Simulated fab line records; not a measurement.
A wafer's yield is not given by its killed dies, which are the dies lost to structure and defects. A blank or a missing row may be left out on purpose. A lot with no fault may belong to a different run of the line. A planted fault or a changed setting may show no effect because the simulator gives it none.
Matching of chambers ; flow nand-harc ; wet-bench-08 running NHARC_THIN_TSV_PRECLEAN_41: 7 sister chambers
The step cleans in SC1. 18 wafers are shown with their chamber, then 7 later ones without.

WAFERS, EACH WITH ITS CHAMBER
wafer;chamber;sc1-h2o2-end-mol-l;nh4oh-flow-mL-min
L401.1;5;0.3703;28.47
L401.4;3;0.3699;28.26
L401.6;1;0.3690;28.32
L405.4;4;0.3685;28.32
L405.5;6;0.3699;28.27
L405.6;1;0.3688;28.48
L407.1;4;0.3687;28.16
L407.3;3;0.3697;28.35
L407.5;0;0.3701;28.25
L408.1;3;0.3704;28.25
L408.2;6;0.3709;28.33
L408.3;5;0.3696;28.35
L409.1;6;0.3709;28.33
L409.3;1;0.3699;28.09
L409.5;2;0.3699;28.38
L411.3;6;0.3708;28.25
L411.4;2;0.3705;28.53
L411.5;0;0.3702;28.37

SIGNATURES, as means of the wafers listed above
reading;chamber 0;chamber 1;chamber 2;chamber 3;chamber 4;chamber 5;chamber 6;scatter within a chamber
sc1-h2o2-end-mol-l;0.370150;0.369233;0.370200;0.370000;0.368600;0.369950;0.370625;0.000437
nh4oh-flow-mL-min;28.3100;28.2967;28.4550;28.2867;28.2400;28.4100;28.2950;0.107
Rule: for each reading, subtract the chamber's mean from the wafer's reading, divide by that reading's scatter and square the result; add these up over the readings and take the root, which gives the wafer's distance from the chamber. If the next closest chamber is less than 2 further off than the closest, the wafer can't be placed; otherwise it belongs to the closest. The scatter: the root of (the sum of the squares of (reading less its chamber's mean) over the shown wafers, divided by (wafers less chambers)).

WAFERS MISSING THEIR CHAMBER
wafer;sc1-h2o2-end-mol-l;nh4oh-flow-mL-min
L414.1;0.3692;28.23
L414.2;0.3702;28.26
L414.4;0.3694;28.13
L421.1;0.3701;28.33
L421.5;0.3693;28.24
L424.2;0.3698;28.13
L424.6;0.3696;28.34

WHICH CHAMBER EACH ONE RAN IN
wafer;from the rows above;in truth
L414.1;can't be placed: 1 or 4 or 3 or 0 or 5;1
L414.2;can't be placed: 0 or 3 or 6 or 5 or 2 or 1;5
L414.4;can't be placed: 1 or 3 or 4 or 0 or 5 or 6 or 2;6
L421.1;can't be placed: 0 or 3 or 5 or 2 or 6 or 1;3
L421.5;can't be placed: 1 or 4 or 3 or 0 or 5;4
L424.2;can't be placed: 3 or 0 or 1 or 6 or 5 or 4 or 2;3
L424.6;can't be placed: 1 or 5 or 3 or 0 or 2 or 6 or 4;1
Correctly placed: 0 of 7. These rows do not allow placing 7 (true chamber among the candidates in 7). Placed wrongly: 0.
